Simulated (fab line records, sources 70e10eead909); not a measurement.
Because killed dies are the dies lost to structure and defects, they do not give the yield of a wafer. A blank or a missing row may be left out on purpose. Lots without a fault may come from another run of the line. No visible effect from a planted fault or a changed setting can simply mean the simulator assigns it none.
Which tool was responsible? | flow nandHarc | Sampling: 15 lots, 45 wafers, 4 of 1302 route steps

WHAT THE GAUGES SHOWED, per wafer
No reading from a measuring or inspecting step in the record can be judged against a usual standard deviation.

WHAT TOOL EACH LOT RAN ON (gives the tool, then ch and the chambers of the sampled wafers, and finally the start)
lot  | NHARC_A_CONTACT_DEP_29          | NHARC_A_CONTACT_DESCUM_47         | NHARC_A_CONTACT_ETCH_111           | NHARC_A_CONTACT_ETCH_120
L293 | pecvd-03 ch 0,1,2, day 21 10:13 | rieDiel-02 ch 0,2,3, day 21 11:04 | harCapEtch-02 ch 0,1, day 21 12:55 | harCapEtch-02 ch 0,1, day 21 14:29
L298 | pecvd-04 ch 0,1,2, day 22 14:12 | rieDiel-03 ch 0,2,3, day 22 14:55 | harCapEtch-03 ch 0,1, day 22 17:10 | harCapEtch-03 ch 0,1, day 22 18:44
L297 | pecvd-03 ch 1,2, day 22 22:06   | rieDiel-02 ch 2,3, day 22 22:53   | harCapEtch-01 ch 0,1, day 23 00:44 | harCapEtch-01 ch 0,1, day 23 02:49
L295 | pecvd-04 ch 1,2, day 22 22:09   | rieDiel-03 ch 0,2,3, day 22 23:04 | harCapEtch-02 ch 0,1, day 23 01:14 | harCapEtch-02 ch 0,1, day 23 02:49
L299 | pecvd-01 ch 1,2, day 23 22:19   | rieDiel-03 ch 0,1, day 23 23:05   | harCapEtch-01 ch 0,1, day 24 00:54 | harCapEtch-01 ch 0,1, day 24 02:28
L301 | pecvd-03 ch 0,2, day 24 12:01   | rieDiel-02 ch 0,1,2, day 24 13:02 | harCapEtch-01 ch 0,1, day 24 15:07 | harCapEtch-01 ch 0,1, day 24 16:41
L306 | pecvd-01 ch 0,1,2, day 27 01:43 | rieDiel-04 ch 0,2,3, day 27 02:29 | harCapEtch-03 ch 0, day 27 04:19   | harCapEtch-03 ch 0, day 27 05:53
L308 | pecvd-01 ch 1,2, day 27 10:14   | rieDiel-02 ch 0,1,3, day 27 11:08 | harCapEtch-03 ch 0,1, day 27 13:01 | harCapEtch-03 ch 0,1, day 27 14:34
L307 | pecvd-01 ch 0,1,2, day 27 11:17 | rieDiel-04 ch 1,2,3, day 27 12:11 | harCapEtch-01 ch 0,1, day 27 14:21 | harCapEtch-01 ch 0,1, day 27 15:55
L311 | pecvd-04 ch 0,1, day 28 18:48   | rieDiel-04 ch 0,1,3, day 28 20:17 | harCapEtch-01 ch 0,1, day 28 22:23 | harCapEtch-01 ch 0,1, day 28 23:58
L312 | pecvd-04 ch 0,2, day 29 09:10   | rieDiel-04 ch 0,1,2, day 29 09:56 | harCapEtch-03 ch 0, day 29 11:49   | harCapEtch-03 ch 0, day 29 13:54
L313 | pecvd-04 ch 1,2, day 29 21:34   | rieDiel-04 ch 1,3, day 29 22:26   | harCapEtch-03 ch 0,1, day 30 00:17 | harCapEtch-03 ch 0,1, day 30 01:52
L314 | pecvd-04 ch 0,1,2, day 30 00:14 | rieDiel-04 ch 0,1,3, day 30 00:58 | harCapEtch-01 ch 0,1, day 30 03:15 | harCapEtch-01 ch 0,1, day 30 05:14
L315 | pecvd-01 ch 0,1,2, day 30 08:07 | rieDiel-04 ch 1,2, day 30 08:52   | harCapEtch-01 ch 0,1, day 30 11:23 | harCapEtch-01 ch 0,1, day 30 12:57
L316 | pecvd-01 ch 1,2, day 31 09:55   | rieDiel-03 ch 0,2, day 31 10:48   | harCapEtch-02 ch 0,1, day 31 13:19 | harCapEtch-02 ch 0,1, day 31 14:52
- NHARC_A_CONTACT_DEP_29: deposits SiON, target thk 100 nm.
- NHARC_A_CONTACT_DESCUM_47: chemistry O2, time 3 s.
- NHARC_A_CONTACT_ETCH_111: etches the open film in C4F8/O2/Ar, time 140 s, target depth 700 nm.
- NHARC_A_CONTACT_ETCH_120: etches the open film in C4F8/O2/Ar, time 190 s, target depth 1850 nm.

AS READ BY THE TOOLS THEMSELVES (means over the sampled wafers that have a number; for cases with no such wafer, the mark the record gives instead)
NHARC_A_CONTACT_DEP_29.
lot  | tool     | heaterPowerOuterW (W) | heaterPowerW (W)
L293 | pecvd-03 | 415                   | 715
L298 | pecvd-04 | 448                   | 707
L297 | pecvd-03 | 368                   | 628
L295 | pecvd-04 | 446                   | 681
L299 | pecvd-01 | 400                   | 652
L301 | pecvd-03 | 481                   | 860
L306 | pecvd-01 | 407                   | 689
L308 | pecvd-01 | 412                   | 689
L307 | pecvd-01 | 429                   | 711
L311 | pecvd-04 | 455                   | 723
L312 | pecvd-04 | 516                   | 795
L313 | pecvd-04 | 420                   | 672
L314 | pecvd-04 | 488                   | 760
L315 | pecvd-01 | 479                   | 779
L316 | pecvd-01 | 460                   | 770

NHARC_A_CONTACT_DESCUM_47.
lot  | tool       | drypumpMotorCurrentA (A) | oesProductAu (a.u.) | rfVppV (V) | showerheadPlenumPTorr (Torr) | throttleValvePct (%)
L293 | rieDiel-02 | 5.9                      | 1.007               | 58.5       | 1.87                         | 11.306
L298 | rieDiel-03 | 6.2                      | 0.995               | 56.7       | 1.87                         | 11.323
L297 | rieDiel-02 | 6.0                      | 1.016               | 58.2       | 1.82                         | 11.314
L295 | rieDiel-03 | 6.2                      | 0.986               | 56.7       | 1.87                         | 11.320
L299 | rieDiel-03 | 5.7                      | 0.995               | 58.2       | 1.94                         | 11.318
L301 | rieDiel-02 | 5.8                      | 1.002               | 57.8       | 1.85                         | 11.311
L306 | rieDiel-04 | 5.8                      | 0.996               | 58.2       | 1.90                         | 11.309
L308 | rieDiel-02 | 5.9                      | 1.011               | 57.6       | 1.88                         | 11.312
L307 | rieDiel-04 | 5.8                      | 0.998               | 57.6       | 1.92                         | 11.307
L311 | rieDiel-04 | 5.6                      | 1.008               | 56.9       | 1.86                         | 11.307
L312 | rieDiel-04 | 5.8                      | 0.997               | 56.8       | 1.87                         | 11.311
L313 | rieDiel-04 | 5.6                      | 1.000               | 58.8       | 1.88                         | 11.310
L314 | rieDiel-04 | 5.6                      | 1.007               | 57.6       | 1.86                         | 11.305
L315 | rieDiel-04 | 5.8                      | 0.989               | 57.9       | 1.89                         | 11.313
L316 | rieDiel-03 | 6.0                      | 1.002               | 57.8       | 1.96                         | 11.312

NHARC_A_CONTACT_ETCH_111.
lot  | tool          | chamberPressureMTorr (mTorr) | oesAirLineAu (a.u.)
L293 | harCapEtch-02 | 19.993                       | 0.998
L298 | harCapEtch-03 | 19.992                       | 0.993
L297 | harCapEtch-01 | 19.989                       | 0.987
L295 | harCapEtch-02 | 19.986                       | 0.980
L299 | harCapEtch-01 | 19.993                       | 0.989
L301 | harCapEtch-01 | 19.997                       | 0.997
L306 | harCapEtch-03 | -                            | -
L308 | harCapEtch-03 | -                            | -
L307 | harCapEtch-01 | -                            | -
L311 | harCapEtch-01 | 19.976                       | 1.012
L312 | harCapEtch-03 | 20.008                       | 1.021
L313 | harCapEtch-03 | 19.991                       | 0.991
L314 | harCapEtch-01 | 20.019                       | 1.004
L315 | harCapEtch-01 | 19.986                       | 0.993
L316 | harCapEtch-02 | 19.991                       | 1.010

NHARC_A_CONTACT_ETCH_120.
lot  | tool          | chamberPressureMTorr (mTorr) | oesAirLineAu (a.u.)
L293 | harCapEtch-02 | 20.012                       | 1.009
L298 | harCapEtch-03 | 20.018                       | 1.021
L297 | harCapEtch-01 | 20.005                       | 0.996
L295 | harCapEtch-02 | 19.987                       | 0.998
L299 | harCapEtch-01 | 19.994                       | 0.985
L301 | harCapEtch-01 | 20.001                       | 1.003
L306 | harCapEtch-03 | 20.003                       | 0.991
L308 | harCapEtch-03 | 20.004                       | 1.013
L307 | harCapEtch-01 | 19.985                       | 0.987
L311 | harCapEtch-01 | 20.021                       | 0.985
L312 | harCapEtch-03 | 20.000                       | 0.997
L313 | harCapEtch-03 | 20.010                       | 1.019
L314 | harCapEtch-01 | 20.007                       | 1.002
L315 | harCapEtch-01 | 19.996                       | 1.002
L316 | harCapEtch-02 | 20.012                       | 1.001

THE ANSWER, worked out from the rows above alone
Rule: what is usual is taken from the lots themselves. Put in order of their means at a reading, lots are off if they are a third of the lots or fewer, leave a main group of 4 or more, and stand apart from it by a gap of 3 or more times the standard deviation of the main group's means; of several such gaps the widest counts. If all means in a main group match to the digits the tables above print for the reading, that group is not used. A lot without any number at a reading at which 4 lots or more have one is off too. Where the step has rows for the other lots, those lots are counted as sound. Order of review: gauges by route order, followed by the tools' own readings, for which a lot's mean as printed above is used. The first step at which some lot is off is used, and at that step the reading that is off furthest; a lot without a number counts as furthest.
Off at NHARC_A_CONTACT_ETCH_111 (chamberPressureMTorr): L306, L308, L307. Without a number there: L306, L308, L307. Mean 19.993 mTorr and standard deviation 0.011 in the main group.
A tool fits if, at that step or a process step before it, it ran every lot that is off, and no sound lot after the first of them. No candidate that was tried fits.

WHAT WAS PUT IN BY THE SIMULATOR
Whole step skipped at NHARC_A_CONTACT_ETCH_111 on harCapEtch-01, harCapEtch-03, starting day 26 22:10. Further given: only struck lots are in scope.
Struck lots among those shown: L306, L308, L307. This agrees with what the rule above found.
